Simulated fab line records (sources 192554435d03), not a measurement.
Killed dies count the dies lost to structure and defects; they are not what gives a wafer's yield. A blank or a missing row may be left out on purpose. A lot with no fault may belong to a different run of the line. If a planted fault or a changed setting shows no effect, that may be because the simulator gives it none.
fab line records || flow n5_finfet
record {"lots": 5, "wafers": 15, "last_day": 17}
route steps=1938 shown BEOL_M11@1581 PASSIVATION@1936
lots that met no fault: from a run of the same line without faults
start_h: hours from the record's opening day to when the first of the lot's shown wafers began || wait_h: hours from the lot's prior step to this one || " identical to the entry in the row above || L1.1+2: one row covering several wafers at once || - value missing, or start not given || * or withheld: withheld || < > ~ a bound
route shown NAME@n: NAME is a module with steps in the file, n the number in the route of the first one || usual: the fault-free wafers' mean and standard deviation || same: alike in all rows || chamber/n: place in a boat || sites: readings site by site || _std_site: the standard deviation of these || _edge_site: mean of outer sites minus mean of inner sites || radius_mm: how far each site lies from the wafer's centre || mask NAME#n: copy n || behind: the last tool/chamber to shape the wafer || hold: cause of the lot's hold/its duration in hours/its outcome || device: which transistor (n, p or np) failed to switch || end of line: tests run on the same wafers once the route is complete || for a step that has no rows: nothing shown but its recipe || killed: dies lost to structure and defects at the first sort, not the wafer's yield || map: per-die view of a wafer (x killed, . not killed, _ where there is no die)
set.NAME: the setting that was run; set.NAME@STEP: the one run at that earlier step || model.NAME: the simulator's own value behind a step, which no gauge read
lots seen at some steps along the route; tables by step, rows by wafer
services: a tool's chamber out of use, with start hour (start_h, from the record's first day; less than 0 if before it), hours out, and reason
## steps
# step N5_BEOL_M11_OCD_MEAS_38
# usual {"trench_depth_nm": "147.8/2"}
{"lot.wafer": "L581.1", "tool": "ocd-01", "chamber": "-", "start_h": 242.18, "wait_h": "-", "trench_depth_nm": 149.5}
{"lot.wafer": "L581.3", "tool": "ocd-01", "chamber": "-", "start_h": 242.18, "wait_h": "-", "trench_depth_nm": 149.9}
{"lot.wafer": "L581.4", "tool": "ocd-01", "chamber": "-", "start_h": 242.18, "wait_h": "-", "trench_depth_nm": 146.8}
{"lot.wafer": "L592.1", "tool": "ocd-01", "chamber": "-", "start_h": 306.47, "wait_h": "-", "trench_depth_nm": 146.0}
{"lot.wafer": "L592.4", "tool": "ocd-01", "chamber": "-", "start_h": 306.47, "wait_h": "-", "trench_depth_nm": 150.0}
{"lot.wafer": "L592.6", "tool": "ocd-01", "chamber": "-", "start_h": 306.47, "wait_h": "-", "trench_depth_nm": 148.6}
{"lot.wafer": "L594.1", "tool": "ocd-01", "chamber": "-", "start_h": 339.42, "wait_h": "-", "trench_depth_nm": 144.9}
{"lot.wafer": "L594.4", "tool": "ocd-01", "chamber": "-", "start_h": 339.42, "wait_h": "-", "trench_depth_nm": 141.6}
{"lot.wafer": "L594.6", "tool": "ocd-01", "chamber": "-", "start_h": 339.42, "wait_h": "-", "trench_depth_nm": 149.0}
{"lot.wafer": "L596.3", "tool": "ocd-01", "chamber": "-", "start_h": 339.86, "wait_h": "-", "trench_depth_nm": 149.7}
{"lot.wafer": "L596.4", "tool": "ocd-01", "chamber": "-", "start_h": 339.86, "wait_h": "-", "trench_depth_nm": 147.9}
{"lot.wafer": "L596.6", "tool": "ocd-01", "chamber": "-", "start_h": 339.86, "wait_h": "-", "trench_depth_nm": 149.5}
{"lot.wafer": "L600.1", "tool": "ocd-02", "chamber": "-", "start_h": 375.98, "wait_h": "-", "trench_depth_nm": 144.2}
{"lot.wafer": "L600.3", "tool": "ocd-02", "chamber": "-", "start_h": 375.98, "wait_h": "-", "trench_depth_nm": 148.0}
{"lot.wafer": "L600.5", "tool": "ocd-02", "chamber": "-", "start_h": 375.98, "wait_h": "-", "trench_depth_nm": 151.4}
# step N5_BEOL_M11_HM_STRIP_39
# recipe {"chemistry": "peroxide_tin_strip", "material": "TiN", "target_depth_a": 250, "temp_c": 50, "time_s": 158}
# step N5_BEOL_M11_SRD_40
# recipe {"time_s": 30, "temp_c": 23, "rinse_liquid": "diw", "dry": "ipa_marangoni"}
# step N5_BEOL_M11_PRECLEAN_42
# recipe {"chemistry": "residue_remover", "time_s": 60, "temp_c": 40}
# step N5_BEOL_M11_SRD_43
# recipe {"time_s": 30, "temp_c": 23, "rinse_liquid": "diw", "dry": "ipa_marangoni"}
# step N5_BEOL_M11_CD_MEAS_35
# recipe {"target_cd_nm": 70, "polarity": "opening"}
# usual {"cd_nm": "69.7/0.52"}
{"lot.wafer": "L581.1", "tool": "cd_sem-01", "chamber": "-", "start_h": 242.33, "wait_h": 0.0, "cd_nm": 69.2}
{"lot.wafer": "L581.3", "tool": "cd_sem-01", "chamber": "-", "start_h": 242.33, "wait_h": 0.0, "cd_nm": 69.3}
{"lot.wafer": "L581.4", "tool": "cd_sem-01", "chamber": "-", "start_h": 242.33, "wait_h": 0.0, "cd_nm": 69.7}
{"lot.wafer": "L592.1", "tool": "cd_sem-02", "chamber": "-", "start_h": 306.63, "wait_h": 0.0, "cd_nm": 69.7}
{"lot.wafer": "L592.4", "tool": "cd_sem-02", "chamber": "-", "start_h": 306.63, "wait_h": 0.0, "cd_nm": 70.4}
{"lot.wafer": "L592.6", "tool": "cd_sem-02", "chamber": "-", "start_h": 306.63, "wait_h": 0.0, "cd_nm": 70.3}
{"lot.wafer": "L594.1", "tool": "cd_sem-01", "chamber": "-", "start_h": 339.58, "wait_h": 0.0, "cd_nm": 69.9}
{"lot.wafer": "L594.4", "tool": "cd_sem-01", "chamber": "-", "start_h": 339.58, "wait_h": 0.0, "cd_nm": 69.8}
{"lot.wafer": "L594.6", "tool": "cd_sem-01", "chamber": "-", "start_h": 339.58, "wait_h": 0.0, "cd_nm": 69.4}
{"lot.wafer": "L596.3", "tool": "cd_sem-03", "chamber": "-", "start_h": 340.01, "wait_h": 0.0, "cd_nm": 70.7}
{"lot.wafer": "L596.4", "tool": "cd_sem-03", "chamber": "-", "start_h": 340.01, "wait_h": 0.0, "cd_nm": 70.4}
{"lot.wafer": "L596.6", "tool": "cd_sem-03", "chamber": "-", "start_h": 340.01, "wait_h": 0.0, "cd_nm": 70.3}
{"lot.wafer": "L600.1", "tool": "cd_sem-02", "chamber": "-", "start_h": 376.13, "wait_h": 0.0, "cd_nm": 69.6}
{"lot.wafer": "L600.3", "tool": "cd_sem-02", "chamber": "-", "start_h": 376.13, "wait_h": 0.0, "cd_nm": 69.7}
{"lot.wafer": "L600.5", "tool": "cd_sem-02", "chamber": "-", "start_h": 376.13, "wait_h": 0.0, "cd_nm": 70.0}
# step N5_BEOL_M11_CURE_72
# recipe {"temp_c": 370, "time_s": 120, "ambient": "DMADMS/He", "material": "SiCOH_lowk"}
# usual {"lamp_power_pct": "52.32/0.055", "wafer_temp_C_max": "371.4/0.43"}
# same {"time_s": 120}
{"lot.wafer": "L581.1", "tool": "uv_cure-02", "chamber": 1, "start_h": 242.38, "wait_h": 0.0, "lamp_power_pct": 52.30, "wafer_temp_C_max": 371.8}
{"lot.wafer": "L581.3", "tool": "uv_cure-02", "chamber": 1, "start_h": 242.38, "wait_h": 0.0, "lamp_power_pct": 52.33, "wafer_temp_C_max": 371.4}
{"lot.wafer": "L581.4", "tool": "uv_cure-02", "chamber": 1, "start_h": 242.38, "wait_h": 0.0, "lamp_power_pct": 52.40, "wafer_temp_C_max": 371.3}
{"lot.wafer": "L592.1", "tool": "uv_cure-02", "chamber": 2, "start_h": 306.67, "wait_h": 0.0, "lamp_power_pct": 52.36, "wafer_temp_C_max": 370.9}
{"lot.wafer": "L592.4", "tool": "uv_cure-02", "chamber": 2, "start_h": 306.67, "wait_h": 0.0, "lamp_power_pct": 52.38, "wafer_temp_C_max": 371.2}
{"lot.wafer": "L592.6", "tool": "uv_cure-02", "chamber": 2, "start_h": 306.67, "wait_h": 0.0, "lamp_power_pct": 52.38, "wafer_temp_C_max": 371.1}
{"lot.wafer": "L594.1", "tool": "uv_cure-01", "chamber": 2, "start_h": 339.63, "wait_h": 0.0, "lamp_power_pct": 52.32, "wafer_temp_C_max": 372.5}
{"lot.wafer": "L594.4", "tool": "uv_cure-01", "chamber": 2, "start_h": 339.63, "wait_h": 0.0, "lamp_power_pct": 52.41, "wafer_temp_C_max": 371.8}
{"lot.wafer": "L594.6", "tool": "uv_cure-01", "chamber": 2, "start_h": 339.63, "wait_h": 0.0, "lamp_power_pct": 52.34, "wafer_temp_C_max": 372.5}
{"lot.wafer": "L596.3", "tool": "uv_cure-02", "chamber": 0, "start_h": 340.15, "wait_h": 0.1, "lamp_power_pct": 52.31, "wafer_temp_C_max": 371.4}
{"lot.wafer": "L596.4", "tool": "uv_cure-02", "chamber": 0, "start_h": 340.15, "wait_h": 0.1, "lamp_power_pct": 52.25, "wafer_temp_C_max": 371.3}
{"lot.wafer": "L596.6", "tool": "uv_cure-02", "chamber": 0, "start_h": 340.15, "wait_h": 0.1, "lamp_power_pct": 52.31, "wafer_temp_C_max": 371.1}
{"lot.wafer": "L600.1", "tool": "uv_cure-03", "chamber": 0, "start_h": 376.17, "wait_h": 0.0, "lamp_power_pct": 52.26, "wafer_temp_C_max": 371.6}
{"lot.wafer": "L600.3", "tool": "uv_cure-03", "chamber": 0, "start_h": 376.17, "wait_h": 0.0, "lamp_power_pct": 52.38, "wafer_temp_C_max": 371.6}
{"lot.wafer": "L600.5", "tool": "uv_cure-03", "chamber": 0, "start_h": 376.17, "wait_h": 0.0, "lamp_power_pct": 52.23, "wafer_temp_C_max": 371.3}
# step N5_BEOL_M11_DEGAS_44
# recipe {"ambient": "vacuum", "temp_c": 250, "time_s": 60}
# usual {"heater_power_w": "339/36"}
# same {"time_s": 60}
{"lot.wafer": "L581.1", "tool": "pvd_sputter-02", "chamber": "-", "start_h": 242.91, "wait_h": 0.5, "heater_power_w": 364}
{"lot.wafer": "L581.3", "tool": "pvd_sputter-02", "chamber": "-", "start_h": 242.91, "wait_h": 0.5, "heater_power_w": 336}
{"lot.wafer": "L581.4", "tool": "pvd_sputter-02", "chamber": "-", "start_h": 242.91, "wait_h": 0.5, "heater_power_w": 397}
{"lot.wafer": "L592.1", "tool": "pvd_sputter-01", "chamber": "-", "start_h": 308.44, "wait_h": 1.7, "heater_power_w": 301}
{"lot.wafer": "L592.4", "tool": "pvd_sputter-01", "chamber": "-", "start_h": 308.44, "wait_h": 1.7, "heater_power_w": 290}
{"lot.wafer": "L592.6", "tool": "pvd_sputter-01", "chamber": "-", "start_h": 308.44, "wait_h": 1.7, "heater_power_w": 344}
{"lot.wafer": "L594.1", "tool": "pvd_sputter-01", "chamber": "-", "start_h": 340.41, "wait_h": 0.7, "heater_power_w": 295}
{"lot.wafer": "L594.4", "tool": "pvd_sputter-01", "chamber": "-", "start_h": 340.41, "wait_h": 0.7, "heater_power_w": 392}
{"lot.wafer": "L594.6", "tool": "pvd_sputter-01", "chamber": "-", "start_h": 340.41, "wait_h": 0.7, "heater_power_w": 292}
{"lot.wafer": "L596.3", "tool": "pvd_sputter-02", "chamber": "-", "start_h": 340.51, "wait_h": 0.3, "heater_power_w": 413}
{"lot.wafer": "L596.4", "tool": "pvd_sputter-02", "chamber": "-", "start_h": 340.51, "wait_h": 0.3, "heater_power_w": 366}
{"lot.wafer": "L596.6", "tool": "pvd_sputter-02", "chamber": "-", "start_h": 340.51, "wait_h": 0.3, "heater_power_w": 318}
{"lot.wafer": "L600.1", "tool": "pvd_sputter-02", "chamber": "-", "start_h": 376.57, "wait_h": 0.3, "heater_power_w": 336}
{"lot.wafer": "L600.3", "tool": "pvd_sputter-02", "chamber": "-", "start_h": 376.57, "wait_h": 0.3, "heater_power_w": 323}
{"lot.wafer": "L600.5", "tool": "pvd_sputter-02", "chamber": "-", "start_h": 376.57, "wait_h": 0.3, "heater_power_w": 362}
# step N5_BEOL_M11_PRE_CLEAN_45
# recipe {"gas": "H2/He", "time_s": 30, "temp_c": 250}
# usual {"heater_power_w": "340/36"}
# same {"time_s": 30}
{"lot.wafer": "L581.1", "tool": "pvd_sputter-02", "chamber": "-", "start_h": 242.95, "wait_h": 0.0, "heater_power_w": 372}
{"lot.wafer": "L581.3", "tool": "pvd_sputter-02", "chamber": "-", "start_h": 242.95, "wait_h": 0.0, "heater_power_w": 336}
{"lot.wafer": "L581.4", "tool": "pvd_sputter-02", "chamber": "-", "start_h": 242.95, "wait_h": 0.0, "heater_power_w": 395}
{"lot.wafer": "L592.1", "tool": "pvd_sputter-01", "chamber": "-", "start_h": 308.48, "wait_h": 0.0, "heater_power_w": 291}
{"lot.wafer": "L592.4", "tool": "pvd_sputter-01", "chamber": "-", "start_h": 308.48, "wait_h": 0.0, "heater_power_w": 286}
{"lot.wafer": "L592.6", "tool": "pvd_sputter-01", "chamber": "-", "start_h": 308.48, "wait_h": 0.0, "heater_power_w": 345}
{"lot.wafer": "L594.1", "tool": "pvd_sputter-01", "chamber": "-", "start_h": 340.46, "wait_h": 0.0, "heater_power_w": 294}
{"lot.wafer": "L594.4", "tool": "pvd_sputter-01", "chamber": "-", "start_h": 340.46, "wait_h": 0.0, "heater_power_w": 380}
{"lot.wafer": "L594.6", "tool": "pvd_sputter-01", "chamber": "-", "start_h": 340.46, "wait_h": 0.0, "heater_power_w": 288}
{"lot.wafer": "L596.3", "tool": "pvd_sputter-02", "chamber": "-", "start_h": 340.55, "wait_h": 0.0, "heater_power_w": 397}
{"lot.wafer": "L596.4", "tool": "pvd_sputter-02", "chamber": "-", "start_h": 340.55, "wait_h": 0.0, "heater_power_w": 368}
{"lot.wafer": "L596.6", "tool": "pvd_sputter-02", "chamber": "-", "start_h": 340.55, "wait_h": 0.0, "heater_power_w": 315}
{"lot.wafer": "L600.1", "tool": "pvd_sputter-02", "chamber": "-", "start_h": 376.61, "wait_h": 0.0, "heater_power_w": 339}
{"lot.wafer": "L600.3", "tool": "pvd_sputter-02", "chamber": "-", "start_h": 376.61, "wait_h": 0.0, "heater_power_w": 317}
{"lot.wafer": "L600.5", "tool": "pvd_sputter-02", "chamber": "-", "start_h": 376.61, "wait_h": 0.0, "heater_power_w": 367}
# step N5_BEOL_M11_ALD_74
# recipe {"material": "TaN", "target_thk_a": 20, "temp_c": 275, "ald_precursor_family": "PDMAT", "ald_co_reactant": "NH3", "pressure_torr": 3, "carrier_flow_sccm": 1500, "pulse_time_s": 2, "purge_time_s": 3, "co_reactant_purge_time_s": 2, "co_reactant_pulse_time_s": 3, "ald_cycles": 40, "precursor_vessel_temp_c": 75, "precursor_vessel_pressure_torr": 26.25, "precursor_vessel_carrier_sccm": 1000}
# usual {"chamber_pressure_Torr": "3.000/0.0062", "heater_power_w": "415/51", "precursor_vessel_pressure_torr": "26.25/0.051"}
# same {"co_reactant_purge_time_s": 2}
{"lot.wafer": "L581.1", "tool": "ald_metal-03", "chamber": 0, "start_h": 243.01, "wait_h": 0.0, "chamber_pressure_Torr": 2.990, "heater_power_w": 404, "precursor_vessel_pressure_torr": 26.22}
{"lot.wafer": "L581.3", "tool": "ald_metal-03", "chamber": 3, "start_h": 243.01, "wait_h": 0.0, "chamber_pressure_Torr": 2.992, "heater_power_w": 455, "precursor_vessel_pressure_torr": 26.21}
{"lot.wafer": "L581.4", "tool": "ald_metal-03", "chamber": 1, "start_h": 243.01, "wait_h": 0.0, "chamber_pressure_Torr": 3.000, "heater_power_w": 467, "precursor_vessel_pressure_torr": 26.23}
{"lot.wafer": "L592.1", "tool": "ald_metal-03", "chamber": 2, "start_h": 308.68, "wait_h": 0.2, "chamber_pressure_Torr": 3.010, "heater_power_w": 467, "precursor_vessel_pressure_torr": 26.24}
{"lot.wafer": "L592.4", "tool": "ald_metal-03", "chamber": 1, "start_h": 308.68, "wait_h": 0.2, "chamber_pressure_Torr": 2.997, "heater_power_w": 479, "precursor_vessel_pressure_torr": 26.33}
{"lot.wafer": "L592.6", "tool": "ald_metal-03", "chamber": 0, "start_h": 308.68, "wait_h": 0.2, "chamber_pressure_Torr": 2.999, "heater_power_w": 415, "precursor_vessel_pressure_torr": 26.14}
{"lot.wafer": "L594.1", "tool": "ald_metal-03", "chamber": 2, "start_h": 340.53, "wait_h": 0.0, "chamber_pressure_Torr": 2.995, "heater_power_w": 471, "precursor_vessel_pressure_torr": 26.22}
{"lot.wafer": "L594.4", "tool": "ald_metal-03", "chamber": 3, "start_h": 340.53, "wait_h": 0.0, "chamber_pressure_Torr": 2.991, "heater_power_w": 458, "precursor_vessel_pressure_torr": 26.31}
{"lot.wafer": "L594.6", "tool": "ald_metal-03", "chamber": 3, "start_h": 340.53, "wait_h": 0.0, "chamber_pressure_Torr": 2.997, "heater_power_w": 453, "precursor_vessel_pressure_torr": 26.28}
{"lot.wafer": "L596.3", "tool": "ald_metal-04", "chamber": 2, "start_h": 340.61, "wait_h": 0.0, "chamber_pressure_Torr": 3.002, "heater_power_w": 460, "precursor_vessel_pressure_torr": 26.31}
{"lot.wafer": "L596.4", "tool": "ald_metal-04", "chamber": 0, "start_h": 340.61, "wait_h": 0.0, "chamber_pressure_Torr": 3.003, "heater_power_w": 437, "precursor_vessel_pressure_torr": 26.20}
{"lot.wafer": "L596.6", "tool": "ald_metal-04", "chamber": 3, "start_h": 340.61, "wait_h": 0.0, "chamber_pressure_Torr": 2.996, "heater_power_w": 343, "precursor_vessel_pressure_torr": 26.27}
{"lot.wafer": "L600.1", "tool": "ald_metal-04", "chamber": 2, "start_h": 376.67, "wait_h": 0.0, "chamber_pressure_Torr": 2.997, "heater_power_w": 478, "precursor_vessel_pressure_torr": 26.30}
{"lot.wafer": "L600.3", "tool": "ald_metal-04", "chamber": 3, "start_h": 376.67, "wait_h": 0.0, "chamber_pressure_Torr": 2.999, "heater_power_w": 354, "precursor_vessel_pressure_torr": 26.17}
{"lot.wafer": "L600.5", "tool": "ald_metal-04", "chamber": 3, "start_h": 376.67, "wait_h": 0.0, "chamber_pressure_Torr": 2.999, "heater_power_w": 349, "precursor_vessel_pressure_torr": 26.18}
# step N5_BEOL_M11_SURFACE_TREAT_76
# recipe {"gas": "Ar", "time_s": "*", "ion_energy_ev": "*", "ion_current_ma_cm2": 0.5, "pressure_mtorr": "*", "ar_flow_sccm": 30}
# usual {"throttle_valve_pct": "*"}
# same {"time_s": "*"}
{"lot.wafer": "L581.1", "tool": "pvd_sputter-02", "chamber": "-", "start_h": 243.31, "wait_h": 0.2, "throttle_valve_pct": "*"}
{"lot.wafer": "L581.3", "tool": "pvd_sputter-02", "chamber": "-", "start_h": 243.31, "wait_h": 0.2, "throttle_valve_pct": "*"}
{"lot.wafer": "L581.4", "tool": "pvd_sputter-02", "chamber": "-", "start_h": 243.31, "wait_h": 0.2, "throttle_valve_pct": "*"}
{"lot.wafer": "L592.1", "tool": "pvd_sputter-02", "chamber": "-", "start_h": 309.69, "wait_h": 0.9, "throttle_valve_pct": "*"}
{"lot.wafer": "L592.4", "tool": "pvd_sputter-02", "chamber": "-", "start_h": 309.69, "wait_h": 0.9, "throttle_valve_pct": "*"}
{"lot.wafer": "L592.6", "tool": "pvd_sputter-02", "chamber": "-", "start_h": 309.69, "wait_h": 0.9, "throttle_valve_pct": "*"}
{"lot.wafer": "L594.1", "tool": "pvd_sputter-02", "chamber": "-", "start_h": 340.81, "wait_h": 0.2, "throttle_valve_pct": "*"}
{"lot.wafer": "L594.4", "tool": "pvd_sputter-02", "chamber": "-", "start_h": 340.81, "wait_h": 0.2, "throttle_valve_pct": "*"}
{"lot.wafer": "L594.6", "tool": "pvd_sputter-02", "chamber": "-", "start_h": 340.81, "wait_h": 0.2, "throttle_valve_pct": "*"}
{"lot.wafer": "L596.3", "tool": "pvd_sputter-03", "chamber": "-", "start_h": 340.89, "wait_h": 0.2, "throttle_valve_pct": "*"}
{"lot.wafer": "L596.4", "tool": "pvd_sputter-03", "chamber": "-", "start_h": 340.89, "wait_h": 0.2, "throttle_valve_pct": "*"}
{"lot.wafer": "L596.6", "tool": "pvd_sputter-03", "chamber": "-", "start_h": 340.89, "wait_h": 0.2, "throttle_valve_pct": "*"}
{"lot.wafer": "L600.1", "tool": "pvd_sputter-01", "chamber": "-", "start_h": 376.95, "wait_h": 0.2, "throttle_valve_pct": "*"}
{"lot.wafer": "L600.3", "tool": "pvd_sputter-01", "chamber": "-", "start_h": 376.95, "wait_h": 0.2, "throttle_valve_pct": "*"}
{"lot.wafer": "L600.5", "tool": "pvd_sputter-01", "chamber": "-", "start_h": 376.95, "wait_h": 0.2, "throttle_valve_pct": "*"}
# step N5_BEOL_M11_CVD_75
# recipe {"material": "Co", "target_thk_a": 20, "temp_c": "withheld", "precursor": "CCTBA/H2", "pressure_torr": 30, "time_s": 138.9}
# step N5_BEOL_M11_SPUTTER_48
# recipe {"material": "Cu", "target_thk_a": 120, "temp_c": -20, "bias_v": 60, "power_w": 26000, "chamber_pressure_pa": 0.13, "time_s": 2}
# usual {"cathode_dc_power_W": "26000/4.5", "throttle_valve_pct": "29.6/1.1"}
# same {"time_s": 2}
{"lot.wafer": "L581.1", "tool": "pvd_sputter-02", "chamber": "-", "start_h": 243.91, "wait_h": 0.3, "cathode_dc_power_W": 26004, "throttle_valve_pct": 29.7}
{"lot.wafer": "L581.3", "tool": "pvd_sputter-02", "chamber": "-", "start_h": 243.91, "wait_h": 0.3, "cathode_dc_power_W": 25996, "throttle_valve_pct": 30.4}
{"lot.wafer": "L581.4", "tool": "pvd_sputter-02", "chamber": "-", "start_h": 243.91, "wait_h": 0.3, "cathode_dc_power_W": 26000, "throttle_valve_pct": 27.8}
{"lot.wafer": "L592.1", "tool": "pvd_sputter-02", "chamber": "-", "start_h": 309.91, "wait_h": 0.1, "cathode_dc_power_W": 25996, "throttle_valve_pct": 30.4}
{"lot.wafer": "L592.4", "tool": "pvd_sputter-02", "chamber": "-", "start_h": 309.91, "wait_h": 0.1, "cathode_dc_power_W": 23408, "throttle_valve_pct": 28.0}
{"lot.wafer": "L592.6", "tool": "pvd_sputter-02", "chamber": "-", "start_h": 309.91, "wait_h": 0.1, "cathode_dc_power_W": 23408, "throttle_valve_pct": 27.9}
{"lot.wafer": "L594.1", "tool": "pvd_sputter-03", "chamber": "-", "start_h": 341.09, "wait_h": 0.2, "cathode_dc_power_W": 26010, "throttle_valve_pct": 29.9}
{"lot.wafer": "L594.4", "tool": "pvd_sputter-03", "chamber": "-", "start_h": 341.09, "wait_h": 0.2, "cathode_dc_power_W": 26001, "throttle_valve_pct": 29.3}
{"lot.wafer": "L594.6", "tool": "pvd_sputter-03", "chamber": "-", "start_h": 341.09, "wait_h": 0.2, "cathode_dc_power_W": 25996, "throttle_valve_pct": 30.6}
{"lot.wafer": "L596.3", "tool": "pvd_sputter-01", "chamber": "-", "start_h": 341.19, "wait_h": 0.1, "cathode_dc_power_W": 26008, "throttle_valve_pct": 28.9}
{"lot.wafer": "L596.4", "tool": "pvd_sputter-01", "chamber": "-", "start_h": 341.19, "wait_h": 0.1, "cathode_dc_power_W": 26003, "throttle_valve_pct": 30.4}
{"lot.wafer": "L596.6", "tool": "pvd_sputter-01", "chamber": "-", "start_h": 341.19, "wait_h": 0.1, "cathode_dc_power_W": 26005, "throttle_valve_pct": 30.4}
{"lot.wafer": "L600.1", "tool": "pvd_sputter-03", "chamber": "-", "start_h": 377.25, "wait_h": 0.2, "cathode_dc_power_W": 26001, "throttle_valve_pct": 29.9}
{"lot.wafer": "L600.3", "tool": "pvd_sputter-03", "chamber": "-", "start_h": 377.25, "wait_h": 0.2, "cathode_dc_power_W": 25998, "throttle_valve_pct": 30.6}
{"lot.wafer": "L600.5", "tool": "pvd_sputter-03", "chamber": "-", "start_h": 377.25, "wait_h": 0.2, "cathode_dc_power_W": 25999, "throttle_valve_pct": 29.3}
# step N5_BEOL_M11_ECD_50
# recipe {"material": "Cu", "target_thk_a": 3180}
# step N5_PASSIVATION_PROBE_49
# usual {"defect_limited_yield": "91.6/1.4", "killed_at_M0_to_M3": "35/10", "killed_at_M4_up": "13/5.3", "killed_at_contacts": "12/5.9", "killed_at_front_end": "36/9.9", "killed_at_other": "3.2/3", "killed_dies": "99/16", "killed_open": "66/12", "killed_short": "32/7.7", "sort_bin_5_function": "4.9/0.91", "sort_bin_6_memory": "3.2/0.65", "sort_n_pass": "1081/16", "sort_yield_pct": "91.6/1.4"}
# same {"gross_dies": 1180, "killed_at_back_side": 0, "sort_bin_4_leakage[%]": 0, "sort_bin_8_speed[%]": 0}
{"lot.wafer": "L592.4", "tool": "prober-01", "chamber": "-", "start_h": 350.40, "wait_h": 0.2, "defect_limited_yield[%]": 93.4, "killed_at_M0_to_M3": 34, "killed_at_M4_up": 15, "killed_at_contacts": 11, "killed_at_front_end": 16, "killed_at_other": 2, "killed_dies": 78, "killed_open": 50, "killed_short": 25, "sort_bin_5_function[%]": 3.7, "sort_bin_6_memory[%]": 2.7, "sort_n_pass": 1102, "sort_yield_pct[%]": 93.4}
# killed by level:class
L592.4 BEOL_M0_SAQP:geometric_particle:open=9 MOL_CONTACT_COAG:geometric_particle:open=8 BEOL_M2:geometric_particle:open=7 BEOL_M0:geometric_particle:open=5 GATE_CUT:geometric_particle:short=4 BEOL_M0_SAQP:geometric_particle:short=4 BEOL_M3:geometric_particle:open=4 MOL_CONTACT_COAG:geometric_particle:short=3
## services
{"tool": "ald_metal-04", "chamber": 0, "start_h": 223.71, "hours": 4.5, "kind": "repair"}
{"tool": "ald_metal-04", "chamber": 0, "start_h": 228.27, "hours": 5.0, "kind": "repair"}
{"tool": "uv_cure-01", "chamber": "-", "start_h": 234.39, "hours": 7.2, "kind": "repair"}
{"tool": "uv_cure-02", "chamber": "-", "start_h": 279.89, "hours": 2.1, "kind": "pm"}
{"tool": "uv_cure-03", "chamber": "-", "start_h": 282.59, "hours": 7.5, "kind": "pm"}
{"tool": "uv_cure-01", "chamber": "-", "start_h": 284.79, "hours": 7.5, "kind": "pm"}
{"tool": "uv_cure-01", "chamber": "-", "start_h": 295.19, "hours": 9.9, "kind": "repair"}
{"tool": "pvd_sputter-02", "chamber": "-", "start_h": 306.31, "hours": 3.3, "kind": "repair"}
{"tool": "uv_cure-03", "chamber": "-", "start_h": 318.44, "hours": 1.2, "kind": "repair"}
{"tool": "ald_metal-04", "chamber": "-", "start_h": 323.55, "hours": 6.0, "kind": "pm"}
{"tool": "uv_cure-02", "chamber": "-", "start_h": 342.75, "hours": 22.2, "kind": "pm"}
{"tool": "ald_metal-04", "chamber": 0, "start_h": 353.97, "hours": 39.3, "kind": "repair"}
{"tool": "uv_cure-01", "chamber": "-", "start_h": 361.98, "hours": 2.1, "kind": "pm"}
{"tool": "pvd_sputter-01", "chamber": "-", "start_h": 371.82, "hours": 3.9, "kind": "repair"}
## key
first_sign {"step": "N5_BEOL_M11_SPUTTER_48", "reading": "cathode_dc_power_W", "direction": "down", "sigmas": "99+", "usual": "*", "struck": "*"}
effect none on later readings
met_at N5_BEOL_M11_SPUTTER_48
struck_wafers L592.4,L592.6
onset_between 243.91 309.91
fault {"kind": "process_parameter_drift", "tool": "pvd_sputter-02", "chamber": "-", "onset_h": 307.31, "steps": "N5_BEOL_M11_SPUTTER_48", "channel": "power_w", "offset": "*", "shape": "step", "end_h": 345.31, "acts_in": "*", "stated": "*", "scope": "struck_wafers_only"}
